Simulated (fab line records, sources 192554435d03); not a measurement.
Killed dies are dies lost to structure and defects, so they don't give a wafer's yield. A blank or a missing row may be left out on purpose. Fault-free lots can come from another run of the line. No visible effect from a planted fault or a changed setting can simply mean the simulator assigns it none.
fab line records + flow n5-finfet
record:
- lots: 7
- wafers: 39
route steps=1938 shown DUMMY_GATE@220 HKMG_FIN@438 MOL_CONTACT_COAG@551
start-h: the number of hours between the record's first day and the start of the first shown wafer of the lot + wait-h: hours from the lot's prior step to this one + " as in the row above + L1.1+2: a row that stands for several wafers + - value missing, or start not given + * or withheld: withheld + < > ~ a bound
route shown NAME@n: NAME is a module with steps in the file, n the number in the route of the first one + usual: the fault-free wafers' mean and standard deviation + same: alike in all rows + chamber/n: place in a boat + sites: each site's reading + _std_site: their standard deviation + _edge_site: outer sites' mean less inner sites' + radius-mm: how far each site lies from the wafer's centre + mask NAME#n: copy n + behind: the last tool/chamber to shape the wafer + hold: cause of the lot's hold/its duration in hours/its outcome + device: which transistor (n, p or np) failed to switch + end of line: the route-end tests of the same wafers + where a step has no rows: the recipe by itself + killed: the dies lost at the first sort to structure and to defects; this is not the yield of the wafer + map: dies across one wafer; x = killed, . = not, _ = none there
set.NAME: the setting the step ran with; set.NAME@STEP: the setting that earlier step ran with + model.NAME: the simulator's own value behind a step, which no gauge read
lots where settings were altered on purpose, with a table for each step and a row for each wafer
== steps ==
step: N5_DUMMY_GATE_HM_DEP_06
recipe:
- material: SiNx
- target-thk-a: 800
- precursor: DCS/NH3
- temp-c: 700
- pressure-mtorr: 300
- time-s: 5141
| lot.wafer  | tool     | chamber | start-h | wait-h | set.target-thk-a | model.SiNx_of_DUMMY_GATE_HM_DEP_06.thk-nm |
|------------|----------|---------|---------|--------|------------------|-------------------------------------------|
| L080.1+2+3 | -        | -       | -       | 0.0    | 725.3            | 73.4                                      |
| L080.4     | "        | -       | "       | "      | 725.3            | 72.6                                      |
| L080.5     | "        | -       | "       | "      | 725.3            | 72.8                                      |
| L080.6     | "        | -       | "       | "      | 725.3            | 73.2                                      |
| L082.1     | -        | -       | -       | 0.0    | 746.4            | 75                                        |
| L082.2     | "        | -       | "       | "      | 746.4            | 75.6                                      |
| L082.3+5   | "        | -       | "       | "      | 746.4            | 76                                        |
| L082.4     | "        | -       | "       | "      | 746.4            | 74.2                                      |
| L082.6     | "        | -       | "       | "      | 746.4            | 74.8                                      |
| L084.1+4   | -        | -       | -       | 0.0    | 800              | 80.2                                      |
| L084.2+3   | "        | -       | "       | "      | 800              | 81.2                                      |
| L084.5     | "        | -       | "       | "      | 800              | 81                                        |
| L084.6     | "        | -       | "       | "      | 800              | 80                                        |
| L089.2     | lpcvd-01 | 1/20    | 134.83  | 0.0    | 800              | 80.8                                      |
| L089.4     | "        | 1/29    | "       | "      | 800              | 80.2                                      |
| L089.6     | "        | 1/39    | "       | "      | 800              | 80                                        |
| L090.1     | -        | -       | -       | 0.0    | 752.8            | 74.4                                      |
| L090.2     | "        | -       | "       | "      | 752.8            | 75                                        |
| L090.3     | "        | -       | "       | "      | 752.8            | 75.2                                      |
| L090.4     | "        | -       | "       | "      | 752.8            | 74.8                                      |
| L090.5     | "        | -       | "       | "      | 752.8            | 75.6                                      |
| L090.6     | "        | -       | "       | "      | 752.8            | 74.6                                      |
| L092.1+4   | -        | -       | -       | 0.0    | 800              | 79.6                                      |
| L092.2+6   | "        | -       | "       | "      | 800              | 80                                        |
| L092.3     | "        | -       | "       | "      | 800              | 79.2                                      |
| L092.5     | "        | -       | "       | "      | 800              | 79.8                                      |
| L096.1+5   | -        | -       | -       | 0.0    | 876              | 88.6                                      |
| L096.2     | "        | -       | "       | "      | 876              | 88                                        |
| L096.3     | "        | -       | "       | "      | 876              | 88.8                                      |
| L096.4+6   | "        | -       | "       | "      | 876              | 88.4                                      |
step: N5_DUMMY_GATE_EXPOSE_12
recipe:
- mask-id: GATE
- na: 0.33
- source-shape: annular
- sigma-inner: 0.2
- sigma-outer: 0.6
- polarization: unpolarized
- target-cd-nm: 25
- dose-mj: 34
| lot.wafer  | tool           | chamber | start-h | wait-h | mask   | set.dose-mj |
|------------|----------------|---------|---------|--------|--------|-------------|
| L080.1+2+4 | euv-scanner-02 | 0       | 85.24   | -      | GATE#0 | 35.66       |
| L080.3+5+6 | "              | 0       | "       | "      | GATE#0 | 34          |
| L082.1+4+5 | euv-scanner-01 | 0       | 98.67   | -      | GATE#0 | 36.22       |
| L082.2+3+6 | "              | 0       | "       | "      | GATE#0 | 34          |
| L084.1+3+6 | euv-scanner-02 | 0       | 106.98  | -      | GATE#0 | 34          |
| L084.2+4+5 | "              | 0       | "       | "      | GATE#0 | 32.87       |
| L089.2+4+6 | euv-scanner-01 | 0       | 139.05  | -      | GATE#0 | 34          |
| L090.1+2+3 | euv-scanner-01 | 0       | 146.45  | -      | GATE#0 | 34          |
| L090.4+5+6 | "              | 0       | "       | "      | GATE#0 | 31.56       |
| L092.1+2+5 | euv-scanner-02 | 0       | 156.64  | -      | GATE#0 | 35.13       |
| L092.3+4+6 | "              | 0       | "       | "      | GATE#0 | 34          |
| L096.1+3+4 | euv-scanner-01 | 0       | 178.72  | -      | GATE#0 | 34.88       |
| L096.2+5+6 | "              | 0       | "       | "      | GATE#0 | 34          |
step: N5_DUMMY_GATE_PEB_13
recipe:
- peb-temp-c: 100
- peb-time-s: 60
- resist: CAR-EUV
step: N5_DUMMY_GATE_DEVELOP_14
recipe:
- develop-time-s: 30
- developer: TMAH
- resist: CAR-EUV
- rinse-liquid: surfactant-rinse
- dry: air-spin
- dev-temp-c: 23
step: N5_DUMMY_GATE_CD_MEAS_15
recipe:
- target-cd-nm: 25.8
- landing-energy-ev: 500
- detector: se-inlens
usual:
- cd-nm: 24.96/0.24
| lot.wafer | tool      | chamber | start-h | wait-h | set.dose-mj@DUMMY_GATE_EXPOSE_12 | cd-nm |
|-----------|-----------|---------|---------|--------|----------------------------------|-------|
| L080.1    | cd-sem-02 | 0       | 85.37   | -      | 35.66                            | 23.67 |
| L080.2    | "         | 0       | "       | "      | 35.66                            | 23.84 |
| L080.3    | "         | 0       | "       | "      | 34                               | 25.16 |
| L080.4    | "         | 0       | "       | "      | 35.66                            | 23.90 |
| L080.5    | "         | 0       | "       | "      | 34                               | 24.80 |
| L080.6    | "         | 0       | "       | "      | 34                               | 25.00 |
| L082.1    | cd-sem-03 | 0       | 98.80   | -      | 36.22                            | 23.64 |
| L082.2    | "         | 0       | "       | "      | 34                               | 25.17 |
| L082.3    | "         | 0       | "       | "      | 34                               | 24.83 |
| L082.4    | "         | 0       | "       | "      | 36.22                            | 23.28 |
| L082.5    | "         | 0       | "       | "      | 36.22                            | 23.66 |
| L082.6    | "         | 0       | "       | "      | 34                               | 24.78 |
| L084.1    | cd-sem-01 | 0       | 107.11  | -      | 34                               | 24.96 |
| L084.2    | "         | 0       | "       | "      | 32.87                            | 25.87 |
| L084.3    | "         | 0       | "       | "      | 34                               | 25.20 |
| L084.4    | "         | 0       | "       | "      | 32.87                            | 25.35 |
| L084.5    | "         | 0       | "       | "      | 32.87                            | 25.48 |
| L084.6    | "         | 0       | "       | "      | 34                               | 25.11 |
| L089.2    | cd-sem-02 | 0       | 139.18  | -      | 34                               | 24.92 |
| L089.4    | "         | 0       | "       | "      | 34                               | 24.83 |
| L089.6    | "         | 0       | "       | "      | 34                               | 24.95 |
| L090.1    | cd-sem-02 | 0       | 146.57  | -      | 34                               | 25.10 |
| L090.2    | "         | 0       | "       | "      | 34                               | 24.93 |
| L090.3    | "         | 0       | "       | "      | 34                               | 25.05 |
| L090.4    | "         | 0       | "       | "      | 31.56                            | 26.30 |
| L090.5    | "         | 0       | "       | "      | 31.56                            | 26.56 |
| L090.6    | "         | 0       | "       | "      | 31.56                            | 26.55 |
| L092.1    | cd-sem-01 | 0       | 156.77  | -      | 35.13                            | 24.51 |
| L092.2    | "         | 0       | "       | "      | 35.13                            | 24.79 |
| L092.3    | "         | 0       | "       | "      | 34                               | 25.53 |
| L092.4    | "         | 0       | "       | "      | 34                               | 24.95 |
| L092.5    | "         | 0       | "       | "      | 35.13                            | 24.50 |
| L092.6    | "         | 0       | "       | "      | 34                               | 25.07 |
| L096.1    | cd-sem-02 | 0       | 178.85  | -      | 34.88                            | 24.19 |
| L096.2    | "         | 0       | "       | "      | 34                               | 24.83 |
| L096.3    | "         | 0       | "       | "      | 34.88                            | 24.22 |
| L096.4    | "         | 0       | "       | "      | 34.88                            | 24.01 |
| L096.5    | "         | 0       | "       | "      | 34                               | 24.74 |
| L096.6    | "         | 0       | "       | "      | 34                               | 24.81 |
step: N5_DUMMY_GATE_STRIP_38
recipe:
- chemistry: N2/H2
- temp-c: 40
- n2-flow-sccm: 200
- h2-flow-sccm: 200
- rf-frequency-hz: 6e+07
step: N5_DUMMY_GATE_STRIP_39
recipe:
- chemistry: N2/H2
- temp-c: 40
- n2-flow-sccm: 200
- h2-flow-sccm: 200
- rf-frequency-hz: 6e+07
step: N5_DUMMY_GATE_TRIM_49
recipe:
- chemistry: O2
- resist: SOC
- time-s: 29
- target-cd-nm: 14
- source-power-w: 300
- bias-power-w: 0
- O2_flow_sccm: 100
- temp-c: 20
| lot.wafer | tool      | chamber | start-h | wait-h | set.dose-mj@DUMMY_GATE_EXPOSE_12 | model.DUMMY_GATE.cd-nm |
|-----------|-----------|---------|---------|--------|----------------------------------|------------------------|
| L080.1    | rie-si-05 | 0       | 85.95   | 0.0    | 35.66                            | 12.6                   |
| L080.2    | "         | 1       | "       | "      | 35.66                            | 12.8                   |
| L080.3    | "         | 3       | "       | "      | 34                               | 14.2                   |
| L080.4    | "         | 2       | "       | "      | 35.66                            | 13                     |
| L080.5    | "         | 0       | "       | "      | 34                               | 13.8                   |
| L080.6    | "         | 3       | "       | "      | 34                               | 14                     |
| L082.1    | rie-si-02 | 1       | 99.16   | 0.0    | 36.22                            | 13.8                   |
| L082.2+6  | "         | 0,2     | "       | "      | 34                               | 14.4                   |
| L082.3    | "         | 2       | "       | "      | 34                               | 13.8                   |
| L082.4    | "         | 3       | "       | "      | 36.22                            | 13                     |
| L082.5    | "         | 1       | "       | "      | 36.22                            | 13.2                   |
| L084.1    | rie-si-04 | 2       | 107.96  | 0.0    | 34                               | 14                     |
| L084.2+4  | "         | 1,3     | "       | "      | 32.87                            | 14.4                   |
| L084.3    | "         | 0       | "       | "      | 34                               | 14.2                   |
| L084.5    | "         | 0       | "       | "      | 32.87                            | 14.6                   |
| L084.6    | "         | 3       | "       | "      | 34                               | 13.6                   |
| L089.2+4  | rie-si-02 | 0,2     | 139.78  | 0.0    | 34                               | 14                     |
| L089.6    | "         | 3       | "       | "      | 34                               | 13.8                   |
| L090.1    | rie-si-02 | 2       | 146.98  | 0.0    | 34                               | 14.6                   |
| L090.2+3  | "         | 1,0     | "       | "      | 34                               | 13.8                   |
| L090.4    | "         | 3       | "       | "      | 31.56                            | 15.4                   |
| L090.5    | "         | 0       | "       | "      | 31.56                            | 15.6                   |
| L090.6    | "         | 1       | "       | "      | 31.56                            | 15.8                   |
| L092.1    | rie-si-05 | 3       | 157.13  | 0.0    | 35.13                            | 13.4                   |
| L092.2    | "         | 2       | "       | "      | 35.13                            | 13                     |
| L092.3    | "         | 0       | "       | "      | 34                               | 13.8                   |
| L092.4+6  | "         | 1,0     | "       | "      | 34                               | 13.4                   |
| L092.5    | "         | 1       | "       | "      | 35.13                            | 13.2                   |
| L096.1    | rie-si-05 | 3       | 179.51  | 0.0    | 34.88                            | 13                     |
| L096.2+5  | "         | 0,1     | "       | "      | 34                               | 13.4                   |
| L096.3    | "         | 1       | "       | "      | 34.88                            | 13.2                   |
| L096.4    | "         | 0       | "       | "      | 34.88                            | 12.4                   |
| L096.6    | "         | 3       | "       | "      | 34                               | 13.2                   |
step: N5_DUMMY_GATE_STRIP_40
recipe:
- chemistry: CF4
- resist: SiARC
- power-w: 300
- bias-power-w: 75
- pressure-mtorr: 50
- cf4-flow-sccm: 150
- rf-frequency-hz: 6e+07
step: N5_DUMMY_GATE_ETCH_32
recipe:
- chemistry: CF4
- target: SiO2
- target-depth-a: 35
- time-s: 3.9
- ion-energy-ev: 350
- pressure-mtorr: 10
- icp-w: 800
- bias-w: 400
- cf4-flow-sccm: 80
step: N5_DUMMY_GATE_ETCH_23
recipe:
- chemistry: HBr/Cl2/O2
- HBr_flow_sccm: 150
- Cl2_flow_sccm: 80
- O2_flow_sccm: 12
- bias-w: 102
- target-depth-a: 410
- time-s: 22.3
- target: poly-Si
- mask-material: SiO2
- pressure-mtorr: 10
- icp-w: 800
step: N5_DUMMY_GATE_ETCH_44
recipe:
- chemistry: HBr/O2
- over-etch-frac: 0.7
- target-depth-a: 1275
- stop-on: SiO2
- ion-energy-ev: 60
- bias-w: 20
- target: poly-Si
- mask-material: SiO2
- pressure-mtorr: 20
- icp-w: 400
- HBr_flow_sccm: 120
- O2_flow_sccm: 10
| lot.wafer | tool      | chamber | start-h | wait-h | set.dose-mj@DUMMY_GATE_EXPOSE_12 | model.DUMMY_GATE.cd-nm |
|-----------|-----------|---------|---------|--------|----------------------------------|------------------------|
| L080.1+2  | rie-si-04 | 3,0     | 86.49   | 0.0    | 35.66                            | 13.6                   |
| L080.3    | "         | 1       | "       | "      | 34                               | 15.2                   |
| L080.4    | "         | 2       | "       | "      | 35.66                            | 13.8                   |
| L080.5+6  | "         | 2,3     | "       | "      | 34                               | 15                     |
| L082.1    | rie-si-05 | 2       | 99.69   | 0.0    | 36.22                            | 14.6                   |
| L082.2    | "         | 0       | "       | "      | 34                               | 15.8                   |
| L082.3    | "         | 1       | "       | "      | 34                               | 15                     |
| L082.4    | "         | 3       | "       | "      | 36.22                            | 14                     |
| L082.5    | "         | 3       | "       | "      | 36.22                            | 14.2                   |
| L082.6    | "         | 2       | "       | "      | 34                               | 15.2                   |
| L084.1+3  | rie-si-05 | 2,0     | 108.79  | 0.0    | 34                               | 15                     |
| L084.2    | "         | 1       | "       | "      | 32.87                            | 15.4                   |
| L084.4    | "         | 3       | "       | "      | 32.87                            | 15.2                   |
| L084.5    | "         | 0       | "       | "      | 32.87                            | 15.6                   |
| L084.6    | "         | 1       | "       | "      | 34                               | 14.6                   |
| L089.2    | rie-si-05 | 2       | 140.31  | 0.0    | 34                               | 14.6                   |
| L089.4    | "         | 3       | "       | "      | 34                               | 15                     |
| L089.6    | "         | 0       | "       | "      | 34                               | 14.8                   |
| L090.1    | rie-si-05 | 1       | 147.54  | 0.0    | 34                               | 15.6                   |
| L090.2    | "         | 2       | "       | "      | 34                               | 14.8                   |
| L090.3    | "         | 0       | "       | "      | 34                               | 15                     |
| L090.4+5  | "         | 3,2     | "       | "      | 31.56                            | 16.4                   |
| L090.6    | "         | 3       | "       | "      | 31.56                            | 16.6                   |
| L092.1    | rie-si-04 | 3       | 158.04  | 0.0    | 35.13                            | 14.6                   |
| L092.2    | "         | 1       | "       | "      | 35.13                            | 14                     |
| L092.3    | "         | 0       | "       | "      | 34                               | 14.8                   |
| L092.4    | "         | 2       | "       | "      | 34                               | 14.6                   |
| L092.5    | "         | 1       | "       | "      | 35.13                            | 14.2                   |
| L092.6    | "         | 0       | "       | "      | 34                               | 14.4                   |
| L096.1    | rie-si-04 | 0       | 180.10  | 0.0    | 34.88                            | 13.8                   |
| L096.2+6  | "         | 3,2     | "       | "      | 34                               | 14.4                   |
| L096.3    | "         | 1       | "       | "      | 34.88                            | 14.4                   |
| L096.4    | "         | 2       | "       | "      | 34.88                            | 13.4                   |
| L096.5    | "         | 1       | "       | "      | 34                               | 14.6                   |
step: N5_HKMG_FIN_ETCH_35
recipe:
- chemistry: N2/H2
- target: SOC
- target-depth-a: 2158
- ion-energy-ev: 65
- bias-w: 5
- source-w: 3000
- time-s: 243.4
- pressure-mtorr: 30
- n2-flow-sccm: 200
- h2-flow-sccm: 200
| lot.wafer | tool        | chamber | start-h | wait-h | set.time-s | model.HKMG_FIN.feature-depth-nm | model.etch.depth-nm | model.SOC_of_HKMG_FIN_COAT_29.thk-nm |
|-----------|-------------|---------|---------|--------|------------|---------------------------------|---------------------|--------------------------------------|
| L080.1    | rie-diel-05 | 0       | 115.39  | 0.0    | 286.6      | 258.2                           | 258.2               | 42                                   |
| L080.2    | "           | 1       | "       | "      | 286.6      | 248.2                           | 248.1               | 51.6                                 |
| L080.3    | "           | 3       | "       | "      | 243.4      | 207.4                           | 207.4               | 92.6                                 |
| L080.4    | "           | 2       | "       | "      | 243.4      | 204                             | 204                 | 96                                   |
| L080.5    | "           | 2       | "       | "      | 286.6      | 239.4                           | 239.4               | 61.2                                 |
| L080.6    | "           | 1       | "       | "      | 243.4      | 211.4                           | 211.5               | 87.6                                 |
| L082.1    | rie-diel-03 | 0       | 127.38  | 0.0    | 191.7      | 170.2                           | 170.2               | 131.8                                |
| L082.2    | "           | 2       | "       | "      | 191.7      | 168                             | 168                 | 134.4                                |
| L082.3    | "           | 1       | "       | "      | 243.4      | 221.2                           | 221.2               | 80.6                                 |
| L082.4    | "           | 3       | "       | "      | 243.4      | 217.8                           | 217.8               | 84                                   |
| L082.5    | "           | 0       | "       | "      | 191.7      | 169.8                           | 169.8               | 132.4                                |
| L082.6    | "           | 3       | "       | "      | 243.4      | 217.6                           | 217.7               | 85.2                                 |
| L084.1    | rie-diel-03 | 0       | 136.05  | 0.0    | 192.1      | 171                             | 170.9               | 129.2                                |
| L084.2    | "           | 1       | "       | "      | 243.4      | 222.4                           | 222.4               | 78.8                                 |
| L084.3    | "           | 3       | "       | "      | 243.4      | 218                             | 218.1               | 82.2                                 |
| L084.4    | "           | 2       | "       | "      | 192.1      | 166                             | 166                 | 133.6                                |
| L084.5    | "           | 1       | "       | "      | 243.4      | 223.2                           | 223.2               | 77.2                                 |
| L084.6    | "           | 2       | "       | "      | 192.1      | 166.2                           | 166.1               | 134.2                                |
| L089.2    | rie-diel-01 | 1       | 167.57  | 0.0    | 243.4      | 217.4                           | 217.4               | 83.4                                 |
| L089.4    | "           | 2       | "       | "      | 243.4      | 220.6                           | 220.7               | 79.8                                 |
| L089.6    | "           | 3       | "       | "      | 243.4      | 214.6                           | 214.6               | 86.6                                 |
| L090.1    | rie-diel-01 | 2       | 175.96  | 0.0    | 194.3      | 178.2                           | 178.2               | 123                                  |
| L090.2    | "           | 0       | "       | "      | 243.4      | 213                             | 213                 | 88                                   |
| L090.3    | "           | 1       | "       | "      | 243.4      | 218.8                           | 218.8               | 82.2                                 |
| L090.4    | "           | 3       | "       | "      | 194.3      | 171.8                           | 171.7               | 129.4                                |
| L090.5    | "           | 1       | "       | "      | 243.4      | 218.8                           | 218.9               | 82.4                                 |
| L090.6    | "           | 2       | "       | "      | 194.3      | 178                             | 178                 | 123.2                                |
| L092.1    | rie-diel-01 | 3       | 190.26  | 0.0    | 205.4      | 181.4                           | 181.4               | 119.2                                |
| L092.2    | "           | 1       | "       | "      | 243.4      | 218.6                           | 218.5               | 82                                   |
| L092.3    | "           | 0       | "       | "      | 205.4      | 178                             | 178                 | 121.4                                |
| L092.4    | "           | 2       | "       | "      | 243.4      | 220.4                           | 220.4               | 79.6                                 |
| L092.5    | "           | 2       | "       | "      | 243.4      | 221.8                           | 221.8               | 78                                   |
| L092.6    | "           | 3       | "       | "      | 205.4      | 180.4                           | 180.5               | 120                                  |
| L096.1    | rie-diel-05 | 0       | 208.62  | 0.0    | 291        | 258.8                           | 258.8               | 41.4                                 |
| L096.2    | "           | 1       | "       | "      | 291        | 255                             | 255.1               | 45.6                                 |
| L096.3    | "           | 2       | "       | "      | 291        | 245.4                           | 245.5               | 55.4                                 |
| L096.4    | "           | 3       | "       | "      | 243.4      | 208                             | 208                 | 92.8                                 |
| L096.5    | "           | 3       | "       | "      | 243.4      | 206.2                           | 206.2               | 95.2                                 |
| L096.6    | "           | 2       | "       | "      | 243.4      | 203.6                           | 203.6               | 98                                   |
step: N5_MOL_CONTACT_COAG_SPUTTER_130
recipe:
- material: Co
- target-thk-a: 475
- temp-c: 25
- chamber-pressure-pa: 0.5
- power-w: 3000
| lot.wafer  | tool           | chamber | start-h | wait-h | set.target-thk-a | model.Co_of_MOL_CONTACT_COAG_SPUTTER_130.thk-nm |
|------------|----------------|---------|---------|--------|------------------|-------------------------------------------------|
| L080.1     | pvd-sputter-02 | -       | 131.86  | 0.0    | 475              | 48                                              |
| L080.2+3+6 | "              | -       | "       | "      | 475              | 47.4                                            |
| L080.4+5   | "              | -       | "       | "      | 475              | 47.6                                            |
| L082.1+4   | pvd-sputter-02 | -       | 143.93  | 0.0    | 409.5            | 41                                              |
| L082.2     | "              | -       | "       | "      | 409.5            | 41.2                                            |
| L082.3     | "              | -       | "       | "      | 475              | 47.4                                            |
| L082.5+6   | "              | -       | "       | "      | 475              | 47.6                                            |
| L084.1+2   | pvd-sputter-02 | -       | 155.44  | 0.0    | 495              | 50.2                                            |
| L084.3     | "              | -       | "       | "      | 495              | 49.6                                            |
| L084.4     | "              | -       | "       | "      | 475              | 47.6                                            |
| L084.5     | "              | -       | "       | "      | 475              | 48                                              |
| L084.6     | "              | -       | "       | "      | 475              | 48.2                                            |
| L089.2+6   | pvd-sputter-02 | -       | 183.76  | 0.0    | 475              | 47.6                                            |
| L089.4     | "              | -       | "       | "      | 475              | 48.2                                            |
| L090.1+5   | pvd-sputter-01 | -       | 193.62  | 0.0    | 432.7            | 43.2                                            |
| L090.2     | "              | -       | "       | "      | 475              | 46.8                                            |
| L090.3     | "              | -       | "       | "      | 432.7            | 43.4                                            |
| L090.4     | "              | -       | "       | "      | 475              | 47.4                                            |
| L090.6     | "              | -       | "       | "      | 475              | 47.2                                            |
| L092.1+2+6 | pvd-sputter-02 | -       | 206.59  | 0.0    | 475              | 47.2                                            |
| L092.3     | "              | -       | "       | "      | 475              | 47                                              |
| L092.4+5   | "              | -       | "       | "      | 475              | 47.4                                            |
| L096.1     | pvd-sputter-01 | -       | 227.11  | 0.0    | 475              | 47.2                                            |
| L096.2     | "              | -       | "       | "      | 475              | 48.2                                            |
| L096.3     | "              | -       | "       | "      | 475              | 47.6                                            |
| L096.4     | "              | -       | "       | "      | 494.5            | 49.4                                            |
| L096.5     | "              | -       | "       | "      | 494.5            | 49                                              |
| L096.6     | "              | -       | "       | "      | 494.5            | 50                                              |
== key ==
split:
- step: N5_DUMMY_GATE_HM_DEP_06
- setting: target-thk-a
- stated: 800
- by: lot
response:
- step: N5_DUMMY_GATE_HM_DEP_06
- reading: model.SiNx_of_DUMMY_GATE_HM_DEP_06.thk-nm
- change: +0.82
- per: 1%
- r: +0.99
split:
- step: N5_DUMMY_GATE_EXPOSE_12
- setting: dose-mj
- stated: 34
- by: wafer
response:
- step: N5_DUMMY_GATE_CD_MEAS_15
- reading: cd-nm
- change: -0.208
- per: 1%
- r: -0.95
response:
- step: N5_DUMMY_GATE_TRIM_49
- reading: model.DUMMY_GATE.cd-nm
- change: -0.181
- per: 1%
- r: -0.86
response:
- step: N5_DUMMY_GATE_ETCH_44
- reading: model.DUMMY_GATE.cd-nm
- change: -0.189
- per: 1%
- r: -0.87
split:
- step: N5_HKMG_FIN_ETCH_35
- setting: time-s
- stated: 243.4
- by: wafer
response:
- step: N5_HKMG_FIN_ETCH_35
- reading: model.HKMG_FIN.feature-depth-nm
- change: +2.35
- per: 1%
- r: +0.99
response:
- step: N5_HKMG_FIN_ETCH_35
- reading: model.etch.depth-nm
- change: +2.36
- per: 1%
- r: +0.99
response:
- step: N5_HKMG_FIN_ETCH_35
- reading: model.SOC_of_HKMG_FIN_COAT_29.thk-nm
- change: -2.35
- per: 1%
- r: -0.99
split:
- step: N5_MOL_CONTACT_COAG_SPUTTER_130
- setting: target-thk-a
- stated: 475
- by: wafer
response:
- step: N5_MOL_CONTACT_COAG_SPUTTER_130
- reading: model.Co_of_MOL_CONTACT_COAG_SPUTTER_130.thk-nm
- change: +0.459
- per: 1%
- r: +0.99
